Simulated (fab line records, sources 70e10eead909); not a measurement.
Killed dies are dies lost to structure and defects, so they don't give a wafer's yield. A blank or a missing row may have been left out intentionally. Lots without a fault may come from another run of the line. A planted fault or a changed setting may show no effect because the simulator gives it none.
fab line records / flow nand_harc
[record] lots = 6 wafers = 18 last_day = 33
route steps=1302 shown A_CONTACT@1102 A_BLC@1107
lots with no fault: from the same line, run without faults
start_h: hours from the record's opening day to when the first of the lot's shown wafers began / wait_h: hours elapsed since this lot's preceding step / " repeats the value in the row above / L1.1+2: a row that stands for several wafers / - value missing, or start not given / * or withheld: withheld / < > ~ a bound
route shown NAME@n: a module of which the file shows steps, and the number in the route of the first / usual: mean/standard deviation taken from wafers without a fault / same: alike in all rows / chamber/n: place in a boat / sites: readings site by site / _std_site: their standard deviation / _edge_site: the outer-site mean with the inner-site mean subtracted / radius_mm: for every site, how far away it sits from the centre of the wafer / mask NAME#n: copy n / behind: tool/chamber where the wafer was last shaped / hold: why the lot was held/for how many hours/how that ended / device: whichever transistor did not switch (one of n, p or np) / end of line: the same wafers' tests at the end of the route / a step without rows: its recipe alone / killed: not the wafer's yield, but the dies lost to structure and defects at the first sort / map: a wafer's dies, x killed, . not, _ none there
set.NAME: the setting that was run; set.NAME@STEP: the one run at that earlier step / model.NAME: the simulator's own value behind a step, which no gauge read
certain route steps with their lots: each step a table, each wafer a row
services: a tool's chamber out of use, with start hour (start_h, from the record's first day; less than 0 if before it), hours out, and reason
[[steps]]
[step NHARC_A_CONTACT_CVD_19]
[recipe] target_thk_a = 3000 temp_c = 300 pressure_torr = 40 wf6_flow_sccm = 40 h2_flow_sccm = 1600 ar_flow_sccm = 1560 time_s = 802 material = W
[usual] heater_power_w = 460/49 throttle_valve_pct = 7.81/0.21
lot.wafer=L772.1 tool=cvd_w-02 chamber=1 start_h=- wait_h=- heater_power_w=410 throttle_valve_pct=7.88
lot.wafer=L772.4 tool=cvd_w-02 chamber=1 start_h=- wait_h=- heater_power_w=405 throttle_valve_pct=7.98
lot.wafer=L772.3 tool=cvd_w-02 chamber=0 start_h=- wait_h=- heater_power_w=510 throttle_valve_pct=7.60
lot.wafer=L778.3 tool=cvd_w-01 chamber=1 start_h=- wait_h=- heater_power_w=404 throttle_valve_pct=7.81
lot.wafer=L778.4 tool=cvd_w-01 chamber=1 start_h=- wait_h=- heater_power_w=396 throttle_valve_pct=7.75
lot.wafer=L778.5 tool=cvd_w-01 chamber=1 start_h=- wait_h=- heater_power_w=402 throttle_valve_pct=7.70
lot.wafer=L781.4 tool=cvd_w-02 chamber=1 start_h=- wait_h=- heater_power_w=422 throttle_valve_pct=8.09
lot.wafer=L781.3 tool=cvd_w-02 chamber=0 start_h=- wait_h=- heater_power_w=502 throttle_valve_pct=7.90
lot.wafer=L781.5 tool=cvd_w-02 chamber=0 start_h=- wait_h=- heater_power_w=505 throttle_valve_pct=7.94
lot.wafer=L783.1 tool=cvd_w-02 chamber=0 start_h=- wait_h=- heater_power_w=494 throttle_valve_pct=7.32
lot.wafer=L783.4 tool=cvd_w-02 chamber=1 start_h=- wait_h=- heater_power_w=420 throttle_valve_pct=7.63
lot.wafer=L783.6 tool=cvd_w-02 chamber=0 start_h=- wait_h=- heater_power_w=500 throttle_valve_pct=7.67
lot.wafer=L792.1 tool=cvd_w-01 chamber=1 start_h=- wait_h=- heater_power_w=406 throttle_valve_pct=8.11
lot.wafer=L792.6 tool=cvd_w-01 chamber=0 start_h=- wait_h=- heater_power_w=518 throttle_valve_pct=7.99
lot.wafer=L792.5 tool=cvd_w-01 chamber=1 start_h=- wait_h=- heater_power_w=406 throttle_valve_pct=7.93
lot.wafer=L794.2 tool=cvd_w-02 chamber=1 start_h=- wait_h=- heater_power_w=422 throttle_valve_pct=7.78
lot.wafer=L794.1 tool=cvd_w-02 chamber=0 start_h=- wait_h=- heater_power_w=490 throttle_valve_pct=7.31
lot.wafer=L794.6 tool=cvd_w-02 chamber=0 start_h=- wait_h=- heater_power_w=479 throttle_valve_pct=7.64
[step NHARC_A_CONTACT_CMP_20]
[recipe] t_overpolish_s = 30 target_thk_nm = 300
[usual] edge_zone_pressure_frac = 1.000/0.0045 motor_current_A = 11.9/1.5 overpolish_run_s = 30.000/0.01 time_to_endpoint_s = 60/4.5
lot.wafer=L772.1 tool=cmp-02 chamber=2 start_h=519.94 wait_h=0.8 edge_zone_pressure_frac=0.999 motor_current_A=10.7 overpolish_run_s=30.012 time_to_endpoint_s=65
lot.wafer=L772.3 tool=cmp-02 chamber=3 start_h=519.94 wait_h=0.8 edge_zone_pressure_frac=1.005 motor_current_A=12.0 overpolish_run_s=30.005 time_to_endpoint_s=57
lot.wafer=L772.4 tool=cmp-02 chamber=0 start_h=519.94 wait_h=0.8 edge_zone_pressure_frac=1.002 motor_current_A=10.2 overpolish_run_s=29.992 time_to_endpoint_s=61
lot.wafer=L778.3 tool=cmp-03 chamber=3 start_h=580.94 wait_h=0.9 edge_zone_pressure_frac=1.002 motor_current_A=10.9 overpolish_run_s=30.007 time_to_endpoint_s=57
lot.wafer=L778.4 tool=cmp-03 chamber=0 start_h=580.94 wait_h=0.9 edge_zone_pressure_frac=0.999 motor_current_A=13.1 overpolish_run_s=30.004 time_to_endpoint_s=56
lot.wafer=L778.5 tool=cmp-03 chamber=3 start_h=580.94 wait_h=0.9 edge_zone_pressure_frac=1.005 motor_current_A=10.6 overpolish_run_s=29.987 time_to_endpoint_s=55
lot.wafer=L781.4 tool=cmp-02 chamber=1 start_h=622.38 wait_h=0.6 edge_zone_pressure_frac=1.004 motor_current_A=13.0 overpolish_run_s=30.012 time_to_endpoint_s=69
lot.wafer=L781.3 tool=cmp-02 chamber=2 start_h=622.38 wait_h=0.6 edge_zone_pressure_frac=1.004 motor_current_A=10.7 overpolish_run_s=30.004 time_to_endpoint_s=74
lot.wafer=L781.5 tool=cmp-02 chamber=0 start_h=622.38 wait_h=0.6 edge_zone_pressure_frac=1.002 motor_current_A=9.6 overpolish_run_s=29.999 time_to_endpoint_s=64
lot.wafer=L783.1 tool=cmp-04 chamber=0 start_h=658.82 wait_h=0.8 edge_zone_pressure_frac=0.995 motor_current_A=14.0 overpolish_run_s=30.014 time_to_endpoint_s=58
lot.wafer=L783.4 tool=cmp-04 chamber=1 start_h=658.82 wait_h=0.8 edge_zone_pressure_frac=1.007 motor_current_A=12.5 overpolish_run_s=29.990 time_to_endpoint_s=51
lot.wafer=L783.6 tool=cmp-04 chamber=3 start_h=658.82 wait_h=0.8 edge_zone_pressure_frac=0.999 motor_current_A=11.1 overpolish_run_s=29.992 time_to_endpoint_s=54
lot.wafer=L792.1 tool=cmp-03 chamber=2 start_h=715.42 wait_h=0.7 edge_zone_pressure_frac=1.000 motor_current_A=11.5 overpolish_run_s=30.008 time_to_endpoint_s=62
lot.wafer=L792.6 tool=cmp-03 chamber=1 start_h=715.42 wait_h=0.7 edge_zone_pressure_frac=0.997 motor_current_A=16.0 overpolish_run_s=30.013 time_to_endpoint_s=63
lot.wafer=L792.5 tool=cmp-03 chamber=2 start_h=715.42 wait_h=0.7 edge_zone_pressure_frac=0.999 motor_current_A=12.1 overpolish_run_s=29.988 time_to_endpoint_s=63
lot.wafer=L794.2 tool=cmp-02 chamber=3 start_h=746.36 wait_h=0.8 edge_zone_pressure_frac=0.996 motor_current_A=11.6 overpolish_run_s=29.994 time_to_endpoint_s=60
lot.wafer=L794.1 tool=cmp-02 chamber=1 start_h=746.36 wait_h=0.8 edge_zone_pressure_frac=0.996 motor_current_A=12.4 overpolish_run_s=29.997 time_to_endpoint_s=62
lot.wafer=L794.6 tool=cmp-02 chamber=0 start_h=746.36 wait_h=0.8 edge_zone_pressure_frac=1.007 motor_current_A=10.5 overpolish_run_s=30.002 time_to_endpoint_s=61
[step NHARC_A_CONTACT_SRD_22]
[step NHARC_A_CONTACT_INSPECT_23]
[usual] raw_defect_count = 502/120
lot.wafer=L772.1 tool=defect_inspect-01 chamber=- start_h=520.32 wait_h=0.1 raw_defect_count=440
lot.wafer=L772.3 tool=defect_inspect-01 chamber=- start_h=520.32 wait_h=0.1 raw_defect_count=501
lot.wafer=L772.4 tool=defect_inspect-01 chamber=- start_h=520.32 wait_h=0.1 raw_defect_count=480
lot.wafer=L778.3 tool=defect_inspect-01 chamber=- start_h=581.32 wait_h=0.1 raw_defect_count=551
lot.wafer=L778.4 tool=defect_inspect-01 chamber=- start_h=581.32 wait_h=0.1 raw_defect_count=573
lot.wafer=L778.5 tool=defect_inspect-01 chamber=- start_h=581.32 wait_h=0.1 raw_defect_count=317
lot.wafer=L781.3 tool=defect_inspect-01 chamber=- start_h=622.74 wait_h=0.1 raw_defect_count=588
lot.wafer=L781.4 tool=defect_inspect-01 chamber=- start_h=622.74 wait_h=0.1 raw_defect_count=427
lot.wafer=L781.5 tool=defect_inspect-01 chamber=- start_h=622.74 wait_h=0.1 raw_defect_count=531
lot.wafer=L783.1 tool=defect_inspect-01 chamber=- start_h=659.17 wait_h=0.1 raw_defect_count=497
lot.wafer=L783.4 tool=defect_inspect-01 chamber=- start_h=659.17 wait_h=0.1 raw_defect_count=746
lot.wafer=L783.6 tool=defect_inspect-01 chamber=- start_h=659.17 wait_h=0.1 raw_defect_count=632
lot.wafer=L792.1 tool=defect_inspect-02 chamber=- start_h=715.80 wait_h=0.1 raw_defect_count=299
lot.wafer=L792.5 tool=defect_inspect-02 chamber=- start_h=715.80 wait_h=0.1 raw_defect_count=200
lot.wafer=L792.6 tool=defect_inspect-02 chamber=- start_h=715.80 wait_h=0.1 raw_defect_count=315
lot.wafer=L794.1 tool=defect_inspect-01 chamber=- start_h=746.77 wait_h=0.1 raw_defect_count=579
lot.wafer=L794.2 tool=defect_inspect-01 chamber=- start_h=746.77 wait_h=0.1 raw_defect_count=569
lot.wafer=L794.6 tool=defect_inspect-01 chamber=- start_h=746.77 wait_h=0.1 raw_defect_count=567
[step NHARC_A_BLC_DEHYDRATE_00]
[recipe] temp_c = 150 time_s = 120
[step NHARC_A_BLC_HMDS_01]
[recipe] time_s = 30
[step NHARC_A_BLC_COAT_02]
[recipe] temp_c = 260 time_s = 75
[step NHARC_A_BLC_COAT_03]
[recipe] temp_c = 225 time_s = 65
[step NHARC_A_BLC_COAT_04]
[recipe] spin_rpm = 1500 resist_thk_nm = 90
[step NHARC_A_BLC_SOFTBAKE_05]
[recipe] temp_c = 105 time_s = 55
[step NHARC_A_BLC_EBR_06]
[step NHARC_A_BLC_EXPOSE_07]
[recipe] na = 1.35 target_cd_nm = 100 dose_mj = 67.97 mask_id = A_BLC
[usual] reticle_temp_C = 23.02/0.12
lot.wafer=L772.1 tool=arfi_scanner-03 chamber=0 start_h=520.69 wait_h=- mask=A_BLC#0 reticle_temp_C=22.96 model.A_BLC.overlay_x_nm=-0.4707
lot.wafer=L772.3 tool=arfi_scanner-03 chamber=0 start_h=520.69 wait_h=- mask=A_BLC#0 reticle_temp_C=23.10 model.A_BLC.overlay_x_nm=-0.4707
lot.wafer=L772.4 tool=arfi_scanner-03 chamber=0 start_h=520.69 wait_h=- mask=A_BLC#0 reticle_temp_C=22.99 model.A_BLC.overlay_x_nm=-0.4707
lot.wafer=L778.3 tool=arfi_scanner-03 chamber=0 start_h=581.70 wait_h=- mask=A_BLC#0 reticle_temp_C=23.05 model.A_BLC.overlay_x_nm=13.91
lot.wafer=L778.4 tool=arfi_scanner-03 chamber=0 start_h=581.70 wait_h=- mask=A_BLC#0 reticle_temp_C=23.00 model.A_BLC.overlay_x_nm=13.91
lot.wafer=L778.5 tool=arfi_scanner-03 chamber=0 start_h=581.70 wait_h=- mask=A_BLC#0 reticle_temp_C=22.97 model.A_BLC.overlay_x_nm=13.91
lot.wafer=L781.3 tool=arfi_scanner-02 chamber=0 start_h=623.00 wait_h=- mask=A_BLC#0 reticle_temp_C=23.03 model.A_BLC.overlay_x_nm=-0.6992
lot.wafer=L781.4 tool=arfi_scanner-02 chamber=0 start_h=623.00 wait_h=- mask=A_BLC#0 reticle_temp_C=23.06 model.A_BLC.overlay_x_nm=-0.6992
lot.wafer=L781.5 tool=arfi_scanner-02 chamber=0 start_h=623.00 wait_h=- mask=A_BLC#0 reticle_temp_C=22.98 model.A_BLC.overlay_x_nm=-0.6992
lot.wafer=L783.1 tool=arfi_scanner-03 chamber=0 start_h=659.54 wait_h=- mask=A_BLC#0 reticle_temp_C=23.11 model.A_BLC.overlay_x_nm=11.6
lot.wafer=L783.4 tool=arfi_scanner-03 chamber=0 start_h=659.54 wait_h=- mask=A_BLC#0 reticle_temp_C=23.02 model.A_BLC.overlay_x_nm=11.6
lot.wafer=L783.6 tool=arfi_scanner-03 chamber=0 start_h=659.54 wait_h=- mask=A_BLC#0 reticle_temp_C=23.19 model.A_BLC.overlay_x_nm=11.6
lot.wafer=L792.1 tool=arfi_scanner-02 chamber=0 start_h=716.16 wait_h=- mask=A_BLC#0 reticle_temp_C=22.92 model.A_BLC.overlay_x_nm=-0.7568
lot.wafer=L792.5 tool=arfi_scanner-02 chamber=0 start_h=716.16 wait_h=- mask=A_BLC#0 reticle_temp_C=22.93 model.A_BLC.overlay_x_nm=-0.7568
lot.wafer=L792.6 tool=arfi_scanner-02 chamber=0 start_h=716.16 wait_h=- mask=A_BLC#0 reticle_temp_C=22.97 model.A_BLC.overlay_x_nm=-0.7568
lot.wafer=L794.1 tool=arfi_scanner-01 chamber=0 start_h=747.01 wait_h=- mask=A_BLC#0 reticle_temp_C=23.34 model.A_BLC.overlay_x_nm=1.278
lot.wafer=L794.2 tool=arfi_scanner-01 chamber=0 start_h=747.01 wait_h=- mask=A_BLC#0 reticle_temp_C=23.24 model.A_BLC.overlay_x_nm=1.278
lot.wafer=L794.6 tool=arfi_scanner-01 chamber=0 start_h=747.01 wait_h=- mask=A_BLC#0 reticle_temp_C=23.10 model.A_BLC.overlay_x_nm=1.278
[step NHARC_A_BLC_PEB_08]
[recipe] peb_temp_c = 100 peb_time_s = 65
[step NHARC_A_BLC_DEVELOP_09]
[recipe] develop_time_s = 35 dev_temp_c = 23
[step NHARC_A_BLC_CD_MEAS_10]
[recipe] target_cd_nm = 100 landing_energy_ev = 500
[usual] cd_nm = 99.8/0.67
lot.wafer=L772.1 tool=cd_sem-03 chamber=0 start_h=520.83 wait_h=- cd_nm=100.0
lot.wafer=L772.3 tool=cd_sem-03 chamber=0 start_h=520.83 wait_h=- cd_nm=99.5
lot.wafer=L772.4 tool=cd_sem-03 chamber=0 start_h=520.83 wait_h=- cd_nm=99.8
lot.wafer=L778.3 tool=cd_sem-03 chamber=0 start_h=581.83 wait_h=- cd_nm=99.8
lot.wafer=L778.4 tool=cd_sem-03 chamber=0 start_h=581.83 wait_h=- cd_nm=100.0
lot.wafer=L778.5 tool=cd_sem-03 chamber=0 start_h=581.83 wait_h=- cd_nm=99.6
lot.wafer=L781.3 tool=cd_sem-01 chamber=0 start_h=623.13 wait_h=- cd_nm=99.5
lot.wafer=L781.4 tool=cd_sem-01 chamber=0 start_h=623.13 wait_h=- cd_nm=99.0
lot.wafer=L781.5 tool=cd_sem-01 chamber=0 start_h=623.13 wait_h=- cd_nm=99.9
lot.wafer=L783.1 tool=cd_sem-03 chamber=0 start_h=659.68 wait_h=- cd_nm=101.0
lot.wafer=L783.4 tool=cd_sem-03 chamber=0 start_h=659.68 wait_h=- cd_nm=100.1
lot.wafer=L783.6 tool=cd_sem-03 chamber=0 start_h=659.68 wait_h=- cd_nm=100.0
lot.wafer=L792.1 tool=cd_sem-02 chamber=0 start_h=716.30 wait_h=- cd_nm=98.9
lot.wafer=L792.5 tool=cd_sem-02 chamber=0 start_h=716.30 wait_h=- cd_nm=99.6
lot.wafer=L792.6 tool=cd_sem-02 chamber=0 start_h=716.30 wait_h=- cd_nm=99.6
lot.wafer=L794.1 tool=cd_sem-03 chamber=0 start_h=747.15 wait_h=- cd_nm=100.2
lot.wafer=L794.2 tool=cd_sem-03 chamber=0 start_h=747.15 wait_h=- cd_nm=99.8
lot.wafer=L794.6 tool=cd_sem-03 chamber=0 start_h=747.15 wait_h=- cd_nm=98.8
[step NHARC_A_BLC_OVL_MEAS_11]
[usual] overlay_x_nm = 0.2/1 overlay_y_nm = -0.2/1
lot.wafer=L772.1 tool=overlay-01 chamber=- start_h=520.92 wait_h=- overlay_x_nm=-0.7 overlay_y_nm=-0.5
lot.wafer=L772.3 tool=overlay-01 chamber=- start_h=520.92 wait_h=- overlay_x_nm=-0.8 overlay_y_nm=-0.1
lot.wafer=L772.4 tool=overlay-01 chamber=- start_h=520.92 wait_h=- overlay_x_nm=-0.5 overlay_y_nm=-0.5
lot.wafer=L778.3 tool=overlay-01 chamber=- start_h=581.91 wait_h=- overlay_x_nm=13.6 overlay_y_nm=0.8
lot.wafer=L778.4 tool=overlay-01 chamber=- start_h=581.91 wait_h=- overlay_x_nm=14.7 overlay_y_nm=1.3
lot.wafer=L778.5 tool=overlay-01 chamber=- start_h=581.91 wait_h=- overlay_x_nm=14.3 overlay_y_nm=0.8
lot.wafer=L781.3 tool=overlay-02 chamber=- start_h=623.23 wait_h=- overlay_x_nm=-1.0 overlay_y_nm=-1.6
lot.wafer=L781.4 tool=overlay-02 chamber=- start_h=623.23 wait_h=- overlay_x_nm=-0.8 overlay_y_nm=-1.7
lot.wafer=L781.5 tool=overlay-02 chamber=- start_h=623.23 wait_h=- overlay_x_nm=-0.9 overlay_y_nm=-1.0
lot.wafer=L783.1 tool=overlay-01 chamber=- start_h=659.76 wait_h=- overlay_x_nm=11.4 overlay_y_nm=-0.8
lot.wafer=L783.4 tool=overlay-01 chamber=- start_h=659.76 wait_h=- overlay_x_nm=11.2 overlay_y_nm=-0.4
lot.wafer=L783.6 tool=overlay-01 chamber=- start_h=659.76 wait_h=- overlay_x_nm=11.6 overlay_y_nm=-0.8
lot.wafer=L792.1 tool=overlay-02 chamber=- start_h=716.39 wait_h=- overlay_x_nm=-0.7 overlay_y_nm=1.3
lot.wafer=L792.5 tool=overlay-02 chamber=- start_h=716.39 wait_h=- overlay_x_nm=-0.7 overlay_y_nm=1.5
lot.wafer=L792.6 tool=overlay-02 chamber=- start_h=716.39 wait_h=- overlay_x_nm=-0.5 overlay_y_nm=1.5
lot.wafer=L794.1 tool=overlay-01 chamber=- start_h=747.24 wait_h=- overlay_x_nm=1.1 overlay_y_nm=0.2
lot.wafer=L794.2 tool=overlay-01 chamber=- start_h=747.24 wait_h=- overlay_x_nm=1.5 overlay_y_nm=0.8
lot.wafer=L794.6 tool=overlay-01 chamber=- start_h=747.24 wait_h=- overlay_x_nm=1.2 overlay_y_nm=0.8
[step NHARC_A_BLC_INSPECT_12]
[usual] raw_defect_count = 88/39
lot.wafer=L772.1 tool=defect_inspect-01 chamber=- start_h=520.95 wait_h=0.0 raw_defect_count=103
lot.wafer=L772.3 tool=defect_inspect-01 chamber=- start_h=520.95 wait_h=0.0 raw_defect_count=118
lot.wafer=L772.4 tool=defect_inspect-01 chamber=- start_h=520.95 wait_h=0.0 raw_defect_count=128
lot.wafer=L778.3 tool=defect_inspect-02 chamber=- start_h=581.95 wait_h=0.0 raw_defect_count=21
lot.wafer=L778.4 tool=defect_inspect-02 chamber=- start_h=581.95 wait_h=0.0 raw_defect_count=29
lot.wafer=L778.5 tool=defect_inspect-02 chamber=- start_h=581.95 wait_h=0.0 raw_defect_count=18
lot.wafer=L781.3 tool=defect_inspect-02 chamber=- start_h=623.27 wait_h=0.0 raw_defect_count=64
lot.wafer=L781.4 tool=defect_inspect-02 chamber=- start_h=623.27 wait_h=0.0 raw_defect_count=60
lot.wafer=L781.5 tool=defect_inspect-02 chamber=- start_h=623.27 wait_h=0.0 raw_defect_count=74
lot.wafer=L783.1 tool=defect_inspect-01 chamber=- start_h=659.80 wait_h=0.0 raw_defect_count=111
lot.wafer=L783.4 tool=defect_inspect-01 chamber=- start_h=659.80 wait_h=0.0 raw_defect_count=113
lot.wafer=L783.6 tool=defect_inspect-01 chamber=- start_h=659.80 wait_h=0.0 raw_defect_count=108
lot.wafer=L792.1 tool=defect_inspect-02 chamber=- start_h=716.43 wait_h=0.0 raw_defect_count=38
lot.wafer=L792.5 tool=defect_inspect-02 chamber=- start_h=716.43 wait_h=0.0 raw_defect_count=27
lot.wafer=L792.6 tool=defect_inspect-02 chamber=- start_h=716.43 wait_h=0.0 raw_defect_count=30
lot.wafer=L794.1 tool=defect_inspect-02 chamber=- start_h=747.28 wait_h=0.0 raw_defect_count=110
lot.wafer=L794.2 tool=defect_inspect-02 chamber=- start_h=747.28 wait_h=0.0 raw_defect_count=103
lot.wafer=L794.6 tool=defect_inspect-02 chamber=- start_h=747.28 wait_h=0.0 raw_defect_count=96
[[services]]
tool=cmp-02 chamber=- start_h=508.94 hours=3.3 kind=repair
tool=cmp-03 chamber=- start_h=517.95 hours=1.1 kind=repair
tool=cmp-02 chamber=- start_h=526.58 hours=4.0 kind=pm
tool=arfi_scanner-03 chamber=- start_h=540.00 hours=4.0 kind=pm
tool=arfi_scanner-02 chamber=- start_h=546.19 hours=18.6 kind=repair
tool=cvd_w-01 chamber=- start_h=547.00 hours=13.0 kind=pm
tool=cmp-03 chamber=- start_h=551.77 hours=1.5 kind=repair
tool=cmp-03 chamber=- start_h=554.03 hours=4.0 kind=pm
tool=cvd_w-01 chamber=0 start_h=578.20 hours=1.6 kind=repair
tool=arfi_scanner-02 chamber=- start_h=578.93 hours=2.6 kind=repair
tool=cvd_w-02 chamber=- start_h=593.02 hours=2.1 kind=repair
tool=cvd_w-02 chamber=1 start_h=611.35 hours=8.6 kind=repair
tool=cmp-02 chamber=- start_h=624.58 hours=4.0 kind=pm
tool=cmp-02 chamber=- start_h=628.73 hours=0.3 kind=repair
tool=cvd_w-02 chamber=- start_h=631.24 hours=13.0 kind=pm
tool=cmp-03 chamber=- start_h=644.53 hours=14.7 kind=repair
tool=arfi_scanner-02 chamber=- start_h=645.15 hours=0.9 kind=repair
tool=arfi_scanner-02 chamber=- start_h=656.00 hours=4.0 kind=pm
tool=cmp-03 chamber=- start_h=659.26 hours=4.0 kind=pm
tool=arfi_scanner-03 chamber=- start_h=677.15 hours=1.6 kind=repair
tool=arfi_scanner-03 chamber=- start_h=712.00 hours=4.0 kind=pm
tool=cmp-02 chamber=- start_h=720.09 hours=0.2 kind=repair
tool=cmp-02 chamber=- start_h=722.58 hours=4.0 kind=pm
tool=cvd_w-02 chamber=1 start_h=724.30 hours=13.9 kind=repair
[[key]]
[first_sign] step = NHARC_A_BLC_OVL_MEAS_11 reading = overlay_x_nm direction = up sigmas = 12 usual = 0.2 struck = 12.8
effect none on later readings
[model_effect] step = NHARC_A_BLC_EXPOSE_07 value = A_BLC.overlay_x_nm without = 0.02931 struck = 12.76
met_at NHARC_A_BLC_EXPOSE_07
struck_wafers L778.3,L778.4,L778.5,L783.1,L783.4,L783.6
tester_left_out L778,L783
onset_between 520.69 581.70
[fault] kind = scanner_matching_overlay tool = arfi_scanner-03 chamber = - onset_h = 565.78 steps = NHARC_A_BLC_EXPOSE_07 offset = 12.727
// tester_left_out: of these lots the tester's yield and bins aren't shown, on N5 and GAA mostly nor the transistor test; their killed dies are dies lost to structure and defects alone, not to doping, threshold or leakage, so they don't give the yield
